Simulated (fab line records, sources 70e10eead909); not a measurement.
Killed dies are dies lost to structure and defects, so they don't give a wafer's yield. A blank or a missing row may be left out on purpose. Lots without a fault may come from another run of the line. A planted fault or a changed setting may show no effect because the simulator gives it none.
A struck lot beside a sound one | flow nand_harc | 15 steps out of a route of 1302
Sound: wafers L734.2, L734.4, L734.5. Struck: wafers L750.4, L750.5. The cause comes at the end.
At each step with rows: each side's tool, then ch and its chambers, then its first start. Under that, the readings that differ: sound wafers | struck wafers | difference of the means | sigmas: that difference in standard deviations of wafers without a fault.
alike: readings whose means differ by less than 2 such deviations, and words and numbers that are the same on both sides. not compared: withheld readings, readings that some wafer has no value for, bounds like >300 that may hide the same value, and numbers for which the record gives no deviation and whose values overlap.
The two part at a step that has a row with sigmas, a row that says differs or no value, or rows on one side only. Numbers that don't overlap but have no deviation are shown without sigmas and don't part them. A reading that every wafer of one side lacks parts them only if that side has two wafers or more.

NHARC_A_ONON_D2_THK_MEAS_05: measures by ellipsometry.
  sound on film_metro-02, day 14 02:35; struck on film_metro-02, day 20 06:29
  alike: thk_nm
then, 1 step without rows for these wafers: NHARC_A_ONON_D2_DEP_06 (target thk 1000 nm).
NHARC_A_ONON_D2_THK_MEAS_08: measures by ellipsometry.
  sound on film_metro-01, day 14 03:09; struck on film_metro-02, day 20 07:03
  alike: thk_nm
then, 1 step without rows for these wafers: NHARC_A_ONON_D2_DEP_09 (target thk 1000 nm).
NHARC_A_ONON_D2_THK_MEAS_11: measures by ellipsometry.
  sound on film_metro-02, day 14 03:43; struck on film_metro-01, day 20 07:38
  alike: thk_nm
then, 1 step without rows for these wafers: NHARC_A_ONON_D2_DEP_12 (target thk 1000 nm).
NHARC_A_ONON_D2_THK_MEAS_14: measures by ellipsometry.
  sound on film_metro-01, day 14 04:17; struck on film_metro-01, day 20 08:11
  reading     | sound       | struck    | difference | sigmas
  thk_nm (nm) | 989 989 991 | 1005 1008 | +17        | +2
then, 2 steps without rows for these wafers: NHARC_A_ONON_D2_ANNEAL_15 (time 3600 s); NHARC_A_ONON_D2_DEP_16 (target thk 1000 nm).
NHARC_A_ONON_D2_THK_MEAS_18: measures by ellipsometry.
  sound on film_metro-01, day 14 15:44; struck on film_metro-02, day 20 17:30
  alike: thk_nm
then, 1 step without rows for these wafers: NHARC_A_ONON_D2_DEP_19 (target thk 1000 nm).
NHARC_A_ONON_D2_THK_MEAS_21: measures by ellipsometry.
  sound on film_metro-01, day 14 16:19; struck on film_metro-01, day 20 18:04
  alike: thk_nm
NHARC_A_ONON_D2_DEP_22: target thk 1000 nm.
  sound on pecvd_onon-03 ch 0, day 14 16:25; struck on pecvd_onon-02 ch 0, day 20 18:18
NHARC_A_ONON_D2_THK_MEAS_24: measures by ellipsometry.
  sound on film_metro-02, day 14 16:52; struck on film_metro-02, day 20 18:38
  reading     | sound       | struck    | difference | sigmas
  thk_nm (nm) | 990 991 991 | 1548 1549 | +558       | +73
then, 1 step without rows for these wafers: NHARC_A_ONON_D2_DEP_25 (target thk 1000 nm).

WHERE THEY PART
First at NHARC_A_ONON_D2_THK_MEAS_14; last, within this record, at NHARC_A_ONON_D2_THK_MEAS_24.

WHY: what the simulator had put in
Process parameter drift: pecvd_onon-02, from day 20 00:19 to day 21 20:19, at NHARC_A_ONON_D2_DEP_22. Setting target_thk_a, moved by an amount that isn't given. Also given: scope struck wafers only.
